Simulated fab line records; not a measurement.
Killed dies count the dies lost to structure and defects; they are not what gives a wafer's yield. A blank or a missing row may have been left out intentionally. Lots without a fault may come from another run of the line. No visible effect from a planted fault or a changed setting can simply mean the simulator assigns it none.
Struck lot and sound lot, side by side + flow n5Finfet + 16 out of 1938 route steps
Sound: wafers L222.1, L222.2, L222.3. The struck wafers were L233.1, L233.3, L233.5. The cause is named last.
Order at every step that has rows: each side's tool, ch and its chambers, its first start. Under that, the readings that differ: sound wafers + struck wafers + difference of the means + sigmas: that difference in standard deviations of wafers without a fault.
alike: readings with means less than 2 such deviations apart, plus words and numbers identical on both sides. not compared: withheld readings, readings lacking a value on some wafer, bounds such as >300 that could conceal the same value, and numbers that have no deviation in the record and whose values overlap.
The two part at a step that has a row with sigmas, a row that says differs or no value, or rows on one side only. Numbers that have no deviation but don't overlap get no sigmas and don't part them. A reading that every wafer of one side lacks parts them only if that side has two wafers or more.

first, 11 steps without rows for these wafers: N5_GATE_CUT_DESCUM_18 (chemistry O2, time 7 s); N5_GATE_CUT_ETCH_28 (etches underlayer in N2/H2, target depth 13 nm, time 10.4 s); N5_GATE_CUT_ETCH_36 (etches SiARC in CF4, target depth 13 nm, time 21.7 s); N5_GATE_CUT_ETCH_37 (etches SOC in N2/H2, target depth 60 nm, overetch 12 nm, time 90 s); N5_GATE_CUT_STRIP_38 (strips in N2/H2); N5_GATE_CUT_STRIP_39 (strips in N2/H2); N5_GATE_CUT_HM_OPEN_40 (chemistry C4F6/O2, target SiO2, target depth 139 nm, time 85.1 s); N5_GATE_CUT_STRIP_41 (strips in CF4); N5_GATE_CUT_STRIP_42 (strips in O2); N5_GATE_CUT_ETCH_19 (etches SiNx in CH3F/O2, target depth 53.7 nm, time 76.7 s); N5_GATE_CUT_CUT_ETCH_53 (etches W in SF6/Cl2, target depth 79.2 nm).
N5_GATE_CUT_CUT_ETCH_54: etches TiN in Cl2/BCl3, target depth 96.7 nm.
  sound on rieMetal-01 ch 0,1, day 6 10:22; struck on rieMetal-03 ch 0,1, day 8 16:05
  no value came back on the struck wafers for any of 6 readings (bcl3FlowSccm (sccm), biasW (W) and others); on the sound wafers bcl3FlowSccm (sccm) reads 21.68 21.80 21.68
  not compared: rfHoursCounterH
N5_GATE_CUT_CUT_ETCH_55: etches HfO2 in BCl3, target depth 3.2 nm.
  sound on rieMetal-01 ch 0,1, day 6 10:26; struck on rieMetal-03 ch 0,1, day 8 16:09
| reading             | sound          | struck         | difference | sigmas |
|---------------------|----------------|----------------|------------|--------|
| oesProductAu (a.u.) | 0.65 0.72 0.65 | 0.31 0.29 0.30 | -0.37      | -4     |
  alike: bcl3FlowSccm, biasW, drypumpMotorCurrentA, throttleValvePct
  not compared: rfHoursCounterH
then, 1 step without rows for these wafers: N5_GATE_CUT_ETCH_47 (etches SiO2 in Cl2/BCl3, target depth 10 nm).
N5_BEOL_M4_RC_MEAS_101:
  the record has rows for the sound wafers here (prober-01 ch 0, day 10 07:47) and none for the struck ones
-- record jumps: 8 days separate the struck wafers' starts on either side; left off in module BEOL_M4, taken up again in module PASSIVATION, whose first shown step is the route's number 1936 --
N5_PASSIVATION_PROBE_49:
  sound on prober-01, day 14 16:52; struck on prober-02, day 16 09:58
| reading                 | sound          | struck         | difference | sigmas      |
|-------------------------|----------------|----------------|------------|-------------|
| defectLimitedYield (%)  | 92.1 92.9 91.9 | 0 0 0          | -92        | -71         |
| killedAtFrontEnd        | 31 33 22       | 1091 1112 1129 | +1082      | +99 or more |
| killedDies              | 93 84 95       | 1180 1180 1180 | +1089      | +73         |
| killedOnRim             | 13 17 7        | 152 152 152    | +140       | +35         |
| sort_bin_5_function (%) | 4.6 5.3 5.3    | 96.4 95.8 97.8 | +91.6      | +98         |
| sortNPass               | 1087 1096 1085 | 0 0 0          | -1089      | -73         |
| sortYieldPct (%)        | 92.1 92.9 91.9 | 0 0 0          | -92        | -71         |
  alike: killed_at_M0_to_M3, killed_at_M4_up, killedAtContacts, killedAtOther, killedOpen, killedShort, sort_bin_6_memory

== WHERE THEY PART ==
At N5_GATE_CUT_CUT_ETCH_54 first; at N5_PASSIVATION_PROBE_49 last (within this record only).

WHY: the cause the simulator had injected
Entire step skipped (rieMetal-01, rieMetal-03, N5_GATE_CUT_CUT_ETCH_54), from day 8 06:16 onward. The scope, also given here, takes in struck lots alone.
